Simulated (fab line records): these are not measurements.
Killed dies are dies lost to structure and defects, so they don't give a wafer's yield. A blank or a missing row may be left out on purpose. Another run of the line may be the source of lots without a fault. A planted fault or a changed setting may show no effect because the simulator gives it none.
fab line records    flow n5_finfet
record: lots: 7  wafers: 21  last_day: 19
route steps=1938 shown HKMG_FIN@401 PASSIVATION@1936
lots that met no fault: taken from a fault-free run of the same line
start_h: hours from the record's opening day to when the first of the lot's shown wafers began    wait_h: hours from the lot's prior step to this one    " unchanged from the row above    L1.1+2: several wafers, shown together as one row    - no value present, or no start provided    * or withheld: withheld    < > ~ a bound
route shown NAME@n: NAME is a module with steps in the file, n the number in the route of the first one    usual: average and standard deviation across the fault-free wafers    same: alike in all rows    chamber/n: place in a boat    sites: readings site by site    _std_site: standard deviation across them    _edge_site: the outer-site mean with the inner-site mean subtracted    radius_mm: how far each site lies from the wafer's centre    mask NAME#n: copy n    behind: the tool/chamber that last shaped the wafer    hold: why the lot was held/for how many hours/how that ended    device: which transistor (n, p or np) failed to switch    end of line: at the end of the route, the tests of the same wafers    for a step that has no rows: nothing shown but its recipe    killed: at the first sort, the dies lost to defects and structure; wafer yield is something else    map: the dies of a wafer, with x for killed, . for not killed, _ for no die there
set.NAME: the setting that was run; set.NAME@STEP: the one run at that earlier step    model.NAME: the simulator's own value behind a step, which no gauge read
lots at some steps of the route; a table a step, a row a wafer
services: from which hour (start_h, from the record's first day; less than 0 if before it) a tool's chamber was out of use, for how many hours, and why
== steps ==
step: N5_HKMG_FIN_DESCUM_53
recipe: chemistry: O2  time_s: 7.9  source_power_w: 50  bias_power_w: 20  pressure_mtorr: 20  rf_frequency_hz: 2.712e+07  temp_c: 40  resist: CAR-ArF  o2_flow_sccm: 225
step: N5_HKMG_FIN_ETCH_54
recipe: chemistry: CF4  target: SiARC  target_depth_a: 455  mask_material: CAR-ArF  time_s: 75.8  ion_energy_ev: 80  pressure_mtorr: 40  source_w: 545  bias_w: 36  Ar_flow_sccm: 100  cf4_flow_sccm: 100  ends: cleared
step: N5_HKMG_FIN_ETCH_55
recipe: chemistry: N2/H2  target: SOC  target_depth_a: 2400  temp_c: 40  time_s: 300  ion_energy_ev: 200  mask_material: SiARC  pressure_mtorr: 30  source_w: 840  bias_w: 150  n2_flow_sccm: 200  h2_flow_sccm: 200
usual: drypump_motor_current_A: 5.72/0.25  n2_flow_sccm: 200.0/0.61  oes_product_au: 0.81/0.091  rf_vpp_V: 525.0/2.5  showerhead_plenum_p_Torr: 2.59/0.088  throttle_valve_pct: 17.76/0.29
lot.wafer  tool         chamber  start_h  wait_h  drypump_motor_current_A  n2_flow_sccm  oes_product_au  rf_hours_counter_h  rf_vpp_V  showerhead_plenum_p_Torr  throttle_valve_pct
L361.2     rie_diel-06  3        133.91   0.0     5.28                     198.9         0.71            237                 525.4     2.61                      17.77
L361.3     "            2        "        "       5.76                     199.7         0.91            23                  529.0     2.70                      17.30
L361.5     "            1        "        "       5.63                     199.8         0.86            -                   521.3     2.48                      17.71
L362.1     rie_diel-06  2        138.89   0.0     5.74                     200.6         0.91            25                  528.0     2.70                      17.30
L362.4     "            1        "        "       5.61                     200.5         0.87            64                  521.9     2.48                      17.72
L362.5     "            1        "        "       5.62                     200.2         0.87            -                   522.7     2.48                      17.73
L363.1     rie_diel-04  3        144.46   0.0     6.05                     199.8         0.90            32                  528.0     2.72                      17.79
L363.5     "            2        "        "       5.47                     199.8         0.70            -                   520.8     2.43                      18.39
L363.6     "            3        "        "       6.02                     200.7         0.91            -                   527.7     2.72                      17.78
L367.1     rie_diel-06  1        168.33   0.0     5.63                     199.6         0.86            75                  521.2     2.48                      17.74
L367.5     "            1        "        "       5.63                     201.4         0.85            -                   520.7     2.48                      17.76
L367.6     "            0        "        "       5.60                     200.4         0.85            -                   528.4     2.71                      17.85
L368.1     rie_diel-05  0        176.92   0.0     5.56                     200.9         0.78            114                 523.9     2.55                      17.52
L368.2     "            3        "        "       5.94                     199.8         0.67            253                 523.7     2.51                      18.23
L368.5     "            3        "        "       5.95                     200.0         0.67            -                   522.9     2.51                      18.25
L371.4     rie_diel-06  1        195.33   0.0     5.63                     200.3         0.85            85                  522.4     2.47                      17.75
L371.5     "            2        "        "       5.77                     199.9         0.88            -                   527.6     2.69                      17.33
L371.6     "            3        "        "       5.27                     200.4         1.05            -                   524.3     2.60                      17.32
L373.1     rie_diel-04  2        209.37   0.0     5.46                     201.0         0.69            229                 520.2     2.42                      18.41
L373.2     "            1        "        "       6.03                     201.2         0.94            18                  524.4     2.60                      17.67
L373.4     "            0        "        "       5.42                     200.3         0.68            241                 523.5     2.50                      17.89
step: N5_HKMG_FIN_STRIP_56
recipe: chemistry: N2/H2  temp_c: 40  n2_flow_sccm: 200  h2_flow_sccm: 200  rf_frequency_hz: 6e+07
step: N5_HKMG_FIN_STRIP_57
recipe: chemistry: CF4  resist: SiARC  power_w: 300  bias_power_w: 75  pressure_mtorr: 50  cf4_flow_sccm: 150  rf_frequency_hz: 6e+07
usual: drypump_motor_current_A: 5.71/0.24  oes_product_au: 0.80/0.084  rf_vpp_V: 271.8/1.4  showerhead_plenum_p_Torr: 1.82/0.057  throttle_valve_pct: 13.47/0.25
lot.wafer  tool         chamber  start_h  wait_h  drypump_motor_current_A  oes_product_au  rf_hours_counter_h  rf_vpp_V  showerhead_plenum_p_Torr  throttle_valve_pct
L361.2     rie_diel-06  3        134.10   0.0     5.28                     0.69            237                 271.6     1.84                      13.55
L361.3     "            2        "        "       5.73                     0.89            23                  272.7     1.90                      13.12
L361.5     "            1        "        "       5.62                     0.84            -                   269.4     1.76                      13.33
L362.1     rie_diel-06  2        139.09   0.0     5.76                     0.89            25                  273.0     1.90                      13.12
L362.4     "            1        "        "       5.63                     0.85            64                  269.5     1.76                      13.34
L362.5     "            1        "        "       5.63                     0.85            -                   270.5     1.76                      13.33
L363.1     rie_diel-04  3        144.65   0.0     6.03                     0.88            32                  273.0     1.90                      13.42
L363.5     "            2        "        "       5.45                     0.69            -                   269.6     1.70                      13.96
L363.6     "            3        "        "       6.03                     0.88            -                   274.0     1.90                      13.42
L367.1     rie_diel-06  1        168.52   0.0     5.61                     0.83            75                  268.9     1.76                      13.35
L367.5     "            1        "        "       5.61                     0.83            -                   270.3     1.76                      13.37
L367.6     "            0        "        "       5.57                     0.85            -                   274.0     1.90                      13.55
L368.1     rie_diel-05  0        177.11   0.0     5.57                     0.78            114                 272.2     1.80                      13.31
L368.2     "            3        "        "       5.87                     0.68            254                 270.9     1.78                      13.95
L368.5     "            3        "        "       5.87                     0.68            -                   269.9     1.78                      13.96
L371.4     rie_diel-06  1        195.52   0.0     5.60                     0.83            85                  270.0     1.76                      13.37
L371.5     "            2        "        "       5.76                     0.85            -                   272.5     1.89                      13.18
L371.6     "            3        "        "       5.25                     1.00            -                   271.3     1.84                      12.98
L373.1     rie_diel-04  2        209.56   0.0     5.46                     0.68            229                 270.2     1.69                      14.02
L373.2     "            1        "        "       6.03                     0.91            18                  272.5     1.82                      13.31
L373.4     "            0        "        "       5.45                     0.68            241                 270.7     1.78                      13.67
step: N5_HKMG_FIN_ETCH_58
recipe: chemistry: N2/H2  target: SOC  target_depth_a: 2158  ion_energy_ev: 50  bias_w: 13  time_s: 741  pressure_mtorr: 30  source_w: 875  n2_flow_sccm: 200  h2_flow_sccm: 200
usual: drypump_motor_current_A: 5.71/0.24  n2_flow_sccm: 200.0/0.59  oes_product_au: 0.81/0.091  rf_vpp_V: 99.2/1  showerhead_plenum_p_Torr: 2.59/0.087  throttle_valve_pct: 17.71/0.29
lot.wafer  tool         chamber  start_h  wait_h  drypump_motor_current_A  n2_flow_sccm  oes_product_au  rf_hours_counter_h  rf_vpp_V  showerhead_plenum_p_Torr  throttle_valve_pct
L361.2     rie_diel-06  3        134.12   0.0     5.28                     200.3         0.70            237                 101.3     2.61                      17.71
L361.3     "            2        "        "       5.76                     199.9         0.90            23                  98.7      2.70                      17.26
L361.5     "            1        "        "       5.62                     200.2         0.86            -                   97.3      2.48                      17.69
L362.1     rie_diel-06  2        139.11   0.0     5.79                     201.3         0.90            25                  99.3      2.70                      17.26
L362.4     "            1        "        "       5.61                     200.2         0.86            65                  98.4      2.48                      17.69
L362.5     "            1        "        "       5.63                     199.7         0.86            -                   100.1     2.48                      17.67
L363.1     rie_diel-04  3        144.67   0.0     6.05                     201.2         0.90            32                  99.7      2.72                      17.73
L363.5     "            2        "        "       5.47                     200.6         0.70            -                   97.9      2.42                      18.31
L363.6     "            3        "        "       6.04                     200.8         0.90            -                   97.8      2.72                      17.73
L367.1     rie_diel-06  1        168.54   0.0     5.62                     200.2         0.85            75                  97.1      2.48                      17.71
L367.5     "            1        "        "       5.63                     200.3         0.86            -                   98.6      2.48                      17.72
L367.6     "            0        "        "       5.60                     199.8         0.86            -                   100.0     2.71                      17.83
L368.1     rie_diel-05  3        177.13   0.0     5.89                     199.7         0.68            254                 99.1      2.51                      18.20
L368.2     "            0        "        "       5.57                     199.5         0.79            114                 98.3      2.55                      17.48
L368.5     "            0        "        "       5.58                     199.0         0.78            -                   98.8      2.55                      17.46
L371.4     rie_diel-06  1        195.54   0.0     5.62                     198.9         0.83            85                  98.3      2.47                      17.70
L371.5     "            2        "        "       5.73                     200.2         0.86            -                   99.9      2.69                      17.28
L371.6     "            3        "        "       5.26                     200.1         1.03            -                   98.5      2.60                      17.28
L373.1     rie_diel-04  2        209.58   0.0     5.48                     200.3         0.68            229                 96.7      2.42                      18.35
L373.2     "            1        "        "       6.06                     199.3         0.94            18                  100.7     2.60                      17.63
L373.4     "            0        "        "       5.47                     200.2         0.67            241                 98.7      2.50                      17.84
step: N5_HKMG_FIN_STRIP_93
recipe: chemistry: N2/H2  material: SOC  time_s: 20  power_w: 500  temp_c: 40  pressure_mtorr: 50  rf_frequency_hz: 6e+07  bias_power_w: 8  h2_frac: 0.5  n2_flow_sccm: 300  h2_flow_sccm: 300
step: N5_HKMG_FIN_WET_ETCH_76
recipe: chemistry: dNH4OH  mix: 1:50  temp_c: 25  target: Al2O3  stop_on: La2O3  target_depth_nm: 2.25  dry: ipa_marangoni  rinse_time_s: 30  rinse_temp_c: 23
step: N5_HKMG_FIN_STRIP_60
recipe: chemistry: N2/H2  power_w: 2500  temp_c: 300  h2_frac: 0.65  time_s: 360  pressure_mtorr: withheld  n2_flow_sccm: 1750  h2_flow_sccm: 3250
usual: drypump_motor_current_A: 5.43/0.11  heater_power_w: 469/13  n2_flow_sccm: 1750/5.1
lot.wafer  tool             chamber  start_h  wait_h  drypump_motor_current_A  heater_power_w  n2_flow_sccm  rf_hours_counter_h
L361.2     plasma_asher-02  0        134.70   0.0     5.46                     487             1749          95
L361.3     "                1        "        "       5.38                     465             1755          -
L361.5     "                0        "        "       5.40                     478             1744          -
L362.1     plasma_asher-02  1        139.68   0.0     5.38                     473             1750          98
L362.4     "                1        "        "       5.38                     461             1742          -
L362.5     "                1        "        "       5.39                     487             1744          -
L363.1     plasma_asher-01  0        145.25   0.0     5.58                     470             1755          47
L363.5     "                1        "        "       5.27                     456             1746          -
L363.6     "                0        "        "       5.59                     478             1753          -
L367.1     plasma_asher-01  1        169.15   0.0     5.28                     443             1748          52
L367.5     "                1        "        "       5.28                     447             1740          -
L367.6     "                0        "        "       5.60                     471             1747          -
L368.1     plasma_asher-02  1        177.70   0.0     5.38                     463             1754          105
L368.2     "                0        "        "       5.45                     475             1754          105
L368.5     "                0        "        "       5.45                     479             1750          -
L371.4     plasma_asher-02  1        196.24   0.1     5.38                     467             1750          -
L371.5     "                1        "        "       5.38                     487             1753          -
L371.6     "                0        "        "       5.43                     485             1745          -
L373.1     plasma_asher-01  0        210.16   0.0     5.62                     473             1749          59
L373.2     "                1        "        "       5.29                     436             1746          59
L373.4     "                0        "        "       5.61                     473             1754          -
step: N5_HKMG_FIN_WET_ETCH_77
recipe: chemistry: dHCl  mix: 1:10000  temp_c: 25  target: La2O3  stop_on: HfO2  target_depth_nm: 2
step: N5_HKMG_FIN_WET_ETCH_78
recipe: chemistry: dNH4OH  mix: 1:50  temp_c: 25  target: Al2O3  stop_on: La2O3  target_depth_nm: 4.5  dry: ipa_marangoni  rinse_time_s: 30  rinse_temp_c: 23
step: N5_HKMG_FIN_ALD_79
recipe: material: TiN  target_thk_a: 15  temp_c: 400  ald_precursor_family: TiCl4  ald_co_reactant: NH3  pulse_time_s: 1  purge_time_s: 3  co_reactant_purge_time_s: 2  co_reactant_pulse_time_s: 2  ald_cycles: 68  pressure_torr: 3
usual: heater_power_w: 864/82  precursor_pulse_height_rel: 1.001/0.018
same: ald_cycles: 68
lot.wafer  tool          chamber  start_h  wait_h  heater_power_w  precursor_pulse_height_rel
L361.2     ald_metal-01  2        135.18   0.0     1056            1.011
L361.3     "             3        "        "       900             1.042
L361.5     "             0        "        "       875             1.015
L362.1     ald_metal-01  3        140.17   0.0     900             0.992
L362.4     "             0        "        "       892             0.998
L362.5     "             3        "        "       873             0.999
L363.1     ald_metal-01  0        145.73   0.0     896             1.000
L363.5     "             0        "        "       900             0.988
L363.6     "             3        "        "       860             0.987
L367.1     ald_metal-04  2        169.64   0.0     839             1.025
L367.5     "             1        "        "       779             0.993
L367.6     "             0        "        "       833             0.993
L368.1     ald_metal-02  3        178.19   0.0     792             1.001
L368.2     "             2        "        "       803             0.976
L368.5     "             1        "        "       876             0.986
L371.4     ald_metal-02  3        196.61   0.0     789             1.020
L371.5     "             3        "        "       810             1.008
L371.6     "             2        "        "       795             1.002
L373.1     ald_metal-02  0        210.64   0.0     856             0.992
L373.2     "             1        "        "       877             0.999
L373.4     "             2        "        "       786             1.008
step: N5_HKMG_FIN_CVD_62
recipe: material: a-Si  target_thk_a: 30  temp_c: 500  precursor: Si2H6  pressure_torr: 1  time_s: 20.8
usual: chamber_pressure_Torr: 1.0003/0.0021  heater_power_outer_w: 902/110  heater_power_w: 1380/140
lot.wafer  tool               chamber  start_h  wait_h  chamber_pressure_Torr  heater_power_outer_w  heater_power_w
L361.2     thermal_cvd_si-02  2        135.55   0.2     -                      -                     -
L361.3     "                  0        "        "       -                      -                     -
L361.5     "                  2        "        "       -                      -                     -
L362.1     thermal_cvd_si-01  2        140.53   0.2     -                      -                     -
L362.4     "                  1        "        "       -                      -                     -
L362.5     "                  2        "        "       -                      -                     -
L363.1     thermal_cvd_si-02  0        146.10   0.2     -                      -                     -
L363.5     "                  1        "        "       -                      -                     -
L363.6     "                  0        "        "       -                      -                     -
L367.1     thermal_cvd_si-02  1        170.00   0.2     1.0012                 1082                  1528
L367.5     "                  0        "        "       1.0025                 925                   1521
L367.6     "                  1        "        "       1.0016                 1089                  1516
L368.1     thermal_cvd_si-01  0        178.55   0.2     1.0005                 822                   1194
L368.2     "                  2        "        "       0.9982                 985                   1542
L368.5     "                  1        "        "       0.9967                 783                   1193
L371.4     thermal_cvd_si-02  2        197.03   0.2     1.0003                 809                   1275
L371.5     "                  0        "        "       1.0031                 933                   1517
L371.6     "                  1        "        "       0.9991                 1080                  1513
L373.1     thermal_cvd_si-02  0        211.00   0.2     0.9996                 930                   1536
L373.2     "                  1        "        "       0.9987                 1101                  1557
L373.4     "                  2        "        "       0.9988                 805                   1285
step: N5_HKMG_FIN_RTA_80
recipe: temp_c: withheld  time_s: 2  ambient: N2  idle_temp_c: 600  ramp_up_c_per_s: 150  ramp_down_c_per_s: 60  cool_to_c: 600
step: N5_PASSIVATION_PROBE_49
usual: killed_at_M0_to_M3: 36/11  killed_at_M4_up: 14/5.2  killed_at_contacts: 12/6.1  killed_at_front_end: 40/12  killed_at_other: 3.2/2.5  killed_dies: 105/16  killed_open: 68/12  killed_short: 35/8.7
same: gross_dies: 1180  killed_at_back_side: 0
lot.wafer  tool       chamber  start_h  wait_h  killed_at_M0_to_M3  killed_at_M4_up  killed_at_contacts  killed_at_front_end  killed_at_other  killed_dies  killed_open  killed_short
L362.1     prober-01  -        362.92   0.0     33                  18               17                  53                   1                122          86           32
L362.4     prober-01  -        363.07   0.2     38                  18               21                  53                   0                130          88           32
L362.5     prober-01  -        363.12   0.2     42                  16               13                  42                   3                116          70           43
L363.1     prober-02  -        370.06   0.0     50                  17               20                  33                   2                122          85           36
L363.5     prober-02  -        370.26   0.2     37                  11               5                   35                   2                90           64           26
L363.6     prober-02  -        370.31   0.3     42                  13               11                  18                   1                85           64           16
L368.1     prober-01  -        387.66   0.0     36                  18               18                  42                   1                115          83           30
L368.2     prober-01  -        387.71   0.1     42                  8                29                  45                   5                129          88           40
L368.5     prober-01  -        387.86   0.2     36                  14               14                  40                   3                107          79           26
L367.1     prober-01  -        411.98   0.0     30                  9                9                   35                   1                84           56           28
L367.5     prober-01  -        412.18   0.2     15                  14               11                  24                   6                70           46           23
L367.6     prober-01  -        412.23   0.3     33                  7                9                   23                   2                74           44           29
L371.4     prober-01  -        448.96   0.2     27                  6                16                  48                   6                103          66           31
L371.5     prober-01  -        449.01   0.2     24                  12               15                  55                   3                109          73           34
L371.6     prober-01  -        449.06   0.3     30                  15               8                   28                   4                85           56           26
L373.1     prober-02  -        458.35   0.0     44                  19               8                   46                   4                121          87           32
L373.2     prober-02  -        458.40   0.1     49                  9                7                   18                   0                83           54           26
L373.4     prober-02  -        458.50   0.2     44                  13               19                  22                   1                99           69           28
killed by level:class
L362.1 MOL_CONTACT_COAG:geometric_particle:open=15 BEOL_M0_SAQP:geometric_particle:open=15 FIN_SAQP:geometric_particle:open=13 FIN_SAQP:geometric_particle:short=11 BEOL_M3:geometric_particle:open=7 BEOL_M4:geometric_particle:open=7 STI_FIN_REVEAL:geometric_particle:open=6 BEOL_M0_SAQP:geometric_particle:short=5
L362.4 MOL_CONTACT_COAG:geometric_particle:open=20 STI_FIN_REVEAL:geometric_particle:open=12 FIN_SAQP:geometric_particle:short=10 BEOL_M0_SAQP:geometric_particle:open=10 BEOL_M3:geometric_particle:open=9 BEOL_M1:geometric_particle:open=8 HKMG_FIN:area_etch=7 GATE_CUT:geometric_particle:open=5
L362.5 BEOL_M0_SAQP:geometric_particle:short=11 MOL_CONTACT_COAG:geometric_particle:open=9 BEOL_M0_SAQP:geometric_particle:open=8 BEOL_M3:geometric_particle:open=8 FIN_SAQP:geometric_particle:short=7 STI_FIN_REVEAL:geometric_particle:open=7 ILD0:geometric_particle:short=7 BEOL_M5:geometric_particle:open=7
L363.1 BEOL_M0_SAQP:geometric_particle:short=15 MOL_CONTACT_COAG:geometric_particle:open=14 BEOL_M0_SAQP:geometric_particle:open=13 STI_FIN_REVEAL:geometric_particle:open=9 BEOL_M4:geometric_particle:open=7 FIN_SAQP:geometric_particle:open=6 MOL_CONTACT_COAG:geometric_particle:short=6 BEOL_M2:geometric_particle:open=6
L363.5 BEOL_M0_SAQP:geometric_particle:short=10 BEOL_M2:geometric_particle:open=10 BEOL_M3:geometric_particle:open=9 FIN_SAQP:geometric_particle:open=8 BEOL_M4:geometric_particle:open=7 STARTING-WAFER:geometric_particle:open=7 FIN_SAQP:geometric_particle:short=5 MOL_CONTACT_COAG:geometric_particle:open=5
L363.6 BEOL_M0_SAQP:geometric_particle:open=14 MOL_CONTACT_COAG:geometric_particle:open=11 BEOL_M2:geometric_particle:open=8 BEOL_M3:geometric_particle:open=7 BEOL_M0_SAQP:geometric_particle:short=5 FIN_SAQP:geometric_particle:open=4 STI_FIN_REVEAL:geometric_particle:open=4 BEOL_M4:geometric_particle:open=4
L368.1 STI_FIN_REVEAL:geometric_particle:open=15 MOL_CONTACT_COAG:geometric_particle:open=15 BEOL_M0_SAQP:geometric_particle:short=9 FIN_SAQP:geometric_particle:open=7 BEOL_M4:geometric_particle:open=7 BEOL_M2:geometric_particle:open=6 BEOL_M1:geometric_particle:open=6 FIN_SAQP:geometric_particle:short=5
L368.2 MOL_CONTACT_COAG:geometric_particle:open=22 STI_FIN_REVEAL:geometric_particle:open=15 FIN_SAQP:geometric_particle:short=12 BEOL_M0_SAQP:geometric_particle:open=11 BEOL_M0_SAQP:geometric_particle:short=8 BEOL_M2:geometric_particle:open=8 MOL_CONTACT_COAG:geometric_particle:short=7 BEOL_M1:geometric_particle:open=7
L368.5 STI_FIN_REVEAL:geometric_particle:open=18 BEOL_M2:geometric_particle:open=15 MOL_CONTACT_COAG:geometric_particle:open=10 BEOL_M0_SAQP:geometric_particle:open=6 BEOL_M5:geometric_particle:open=5 FIN_SAQP:geometric_particle:short=4 MOL_CONTACT_COAG:geometric_particle:short=4 STARTING-WAFER:geometric_particle:short=4
L367.1 FIN_SAQP:geometric_particle:open=13 MOL_CONTACT_COAG:geometric_particle:open=8 BEOL_M2:geometric_particle:open=8 FIN_SAQP:geometric_particle:short=6 STI_FIN_REVEAL:geometric_particle:open=6 BEOL_M0_SAQP:geometric_particle:short=6 BEOL_M1:geometric_particle:open=4 DUMMY_GATE:geometric_particle:open=3
L367.5 MOL_CONTACT_COAG:geometric_particle:open=9 FIN_SAQP:geometric_particle:short=7 STI_FIN_REVEAL:geometric_particle:open=7 BEOL_M8:geometric_particle:open=6 BEOL_M3:geometric_particle:open=5 BEOL_M0_SAQP:geometric_particle:short=4 BEOL_M4:geometric_particle:open=4 MIM_TOP:geometric_particle:open=3
L367.6 BEOL_M3:geometric_particle:open=8 BEOL_M0_SAQP:geometric_particle:open=8 FIN_SAQP:geometric_particle:short=7 FIN_SAQP:geometric_particle:open=6 MOL_CONTACT_COAG:geometric_particle:open=4 MOL_CONTACT_COAG:geometric_particle:short=4 BEOL_M0_SAQP:geometric_particle:short=4 BEOL_M0:geometric_particle:open=4
L371.4 MOL_CONTACT_COAG:geometric_particle:open=11 FIN_SAQP:geometric_particle:open=8 DUMMY_GATE:geometric_particle:open=8 FIN_SAQP:geometric_particle:short=6 STI_FIN_REVEAL:geometric_particle:open=6 BEOL_M1:geometric_particle:open=6 BEOL_M3:geometric_particle:open=6 MOL_CONTACT_COAG:geometric_particle:short=5
L371.5 STI_FIN_REVEAL:geometric_particle:open=15 FIN_SAQP:geometric_particle:short=10 MOL_CONTACT_COAG:geometric_particle:open=9 FIN_SAQP:geometric_particle:open=8 BEOL_M0_SAQP:geometric_particle:short=8 DUMMY_GATE:geometric_particle:open=7 BEOL_M2:geometric_particle:open=6 MOL_CONTACT_COAG:geometric_particle:short=5
L371.6 BEOL_M0_SAQP:geometric_particle:open=8 FIN_SAQP:geometric_particle:open=7 MOL_CONTACT_COAG:geometric_particle:open=7 BEOL_M0_SAQP:geometric_particle:short=7 BEOL_M3:geometric_particle:open=6 FIN_SAQP:geometric_particle:short=5 DUMMY_GATE:geometric_particle:open=5 BEOL_M2:geometric_particle:open=5
L373.1 STI_FIN_REVEAL:geometric_particle:open=15 BEOL_M2:geometric_particle:open=14 FIN_SAQP:geometric_particle:open=8 MOL_CONTACT_COAG:geometric_particle:open=8 BEOL_M0_SAQP:geometric_particle:open=6 BEOL_M1:geometric_particle:open=5 STARTING-WAFER:geometric_particle:open=5 BEOL_M0_SAQP:geometric_particle:short=4
L373.2 BEOL_M2:geometric_particle:open=15 BEOL_M0_SAQP:geometric_particle:open=8 BEOL_M0_SAQP:geometric_particle:short=8 MOL_CONTACT_COAG:geometric_particle:open=7 BEOL_M1:geometric_particle:open=5 GATE_CUT:geometric_particle:open=4 BEOL_M0:geometric_particle:short=4 STI_FIN_REVEAL:geometric_particle:open=3
L373.4 BEOL_M2:geometric_particle:open=17 MOL_CONTACT_COAG:geometric_particle:open=15 BEOL_M0_SAQP:geometric_particle:short=7 BEOL_M0:geometric_particle:short=6 BEOL_M5:geometric_particle:open=6 STI_FIN_REVEAL:geometric_particle:open=5 MOL_CONTACT_COAG:geometric_particle:short=4 BEOL_M0_SAQP:geometric_particle:open=4
== services ==
tool               chamber  start_h  hours  kind
rie_diel-05        1        117.01   -      clean
rie_diel-05        1        117.01   -      consumable_replace:focus_ring
rie_diel-05        1        117.01   21.5   scheduled_down
rie_diel-05        1        117.01   21.5   vent_cycle
rie_diel-04        0        120.85   5.2    repair
thermal_cvd_si-01  -        123.26   2.8    pm
plasma_asher-01    -        129.65   14.6   pm
rie_diel-04        1        135.28   -      clean
rie_diel-04        1        135.28   -      consumable_replace:focus_ring
rie_diel-04        1        135.28   16.8   scheduled_down
rie_diel-04        1        135.28   16.8   vent_cycle
ald_metal-04       -        147.83   2.8    pm
rie_diel-06        3        172.28   -      clean
rie_diel-06        3        172.28   -      consumable_replace:focus_ring
rie_diel-06        3        172.28   22.5   scheduled_down
rie_diel-06        3        172.28   22.5   vent_cycle
rie_diel-05        3        184.85   -      clean
rie_diel-05        3        184.85   -      consumable_replace:focus_ring
rie_diel-05        3        184.85   29.9   scheduled_down
rie_diel-05        3        184.85   29.9   vent_cycle
ald_metal-04       -        188.72   1.3    repair
ald_metal-01       2        209.68   14.3   repair
== key ==
first_sign: step: N5_HKMG_FIN_CVD_62  reading: tool_record  direction: missing
effect none on later readings
met_at N5_HKMG_FIN_CVD_62
struck_wafers L361.2,L361.3,L361.5,L362.1,L362.4,L362.5,L363.1,L363.5,L363.6
tester_left_out L361,L362,L363
fault: kind: skipped_step_whole  tool: thermal_cvd_si-01,thermal_cvd_si-02  chamber: -  onset_h: 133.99  steps: N5_HKMG_FIN_CVD_62  scope: struck_lots_only
tester_left_out: of these lots the tester's yield and bins aren't shown, on N5 and GAA mostly nor the transistor test; their killed dies are dies lost to structure and defects alone, not to doping, threshold or leakage, so they don't give the yield
